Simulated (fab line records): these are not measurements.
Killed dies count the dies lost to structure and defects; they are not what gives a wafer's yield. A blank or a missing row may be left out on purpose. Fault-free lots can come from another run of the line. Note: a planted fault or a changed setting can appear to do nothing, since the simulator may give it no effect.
What tool caused it? + flow n5 finfet + 12 lots (36 wafers sampled), 1 step of a 1938-step route

## WHAT EACH GAUGE READ, for each wafer
N5_BEOL_M0_SAQP_OVL_MEAS_41.
| lot  | measured     | on         | M0_CUT1_OVL (nm) |
|------|--------------|------------|------------------|
| L075 | day 5 21:26  | overlay-02 | -1.0 -0.2 0.6    |
| L077 | day 6 11:50  | overlay-02 | -0.5 -1.2 -1.2   |
| L080 | day 7 08:47  | overlay-01 | -0.9 -0.5 -1.0   |
| L081 | day 7 14:54  | overlay-01 | -1.0 -1.2 -1.2   |
| L083 | day 7 21:32  | overlay-02 | 0.0 -0.4 -1.0    |
| L085 | day 8 09:35  | overlay-01 | -1.0 -0.8 -1.0   |
| L087 | day 8 22:40  | overlay-02 | -1.7 -0.9 -1.9   |
| L089 | day 9 13:01  | overlay-01 | -0.8 -0.9 0.1    |
| L091 | day 9 23:12  | overlay-01 | 0.1 0.0 1.1      |
| L093 | day 10 21:53 | overlay-02 | -0.4 -0.1 0.1    |
| L095 | day 11 00:47 | overlay-01 | 0.4 -0.5 -0.3    |
| L097 | day 11 12:19 | overlay-01 | -0.8 0.2 0.6     |

## WHAT TOOL EACH LOT RAN ON (gives the tool, then ch and the chambers of the sampled wafers, and finally the start)
Before these readings, the record contains no process step.

## THE ANSWER, worked out from the rows above alone
Rule: what is usual is taken from the lots themselves. The widest of any qualifying gaps counts: lots, ordered by their means at a reading, are off when they make up no more than a third of the lots, leave a main group of 4 or more, and stand apart from it by 3 or more times the standard deviation of that group's means. Not used: any main group whose means are identical at the precision the tables above print for the reading. A lot without any number at a reading at which 4 lots or more have one is off too. The other lots that the step has rows for count as sound.
None of the lots is off at any reading shown; this tells nothing.

## WHAT WAS PUT IN BY THE SIMULATOR
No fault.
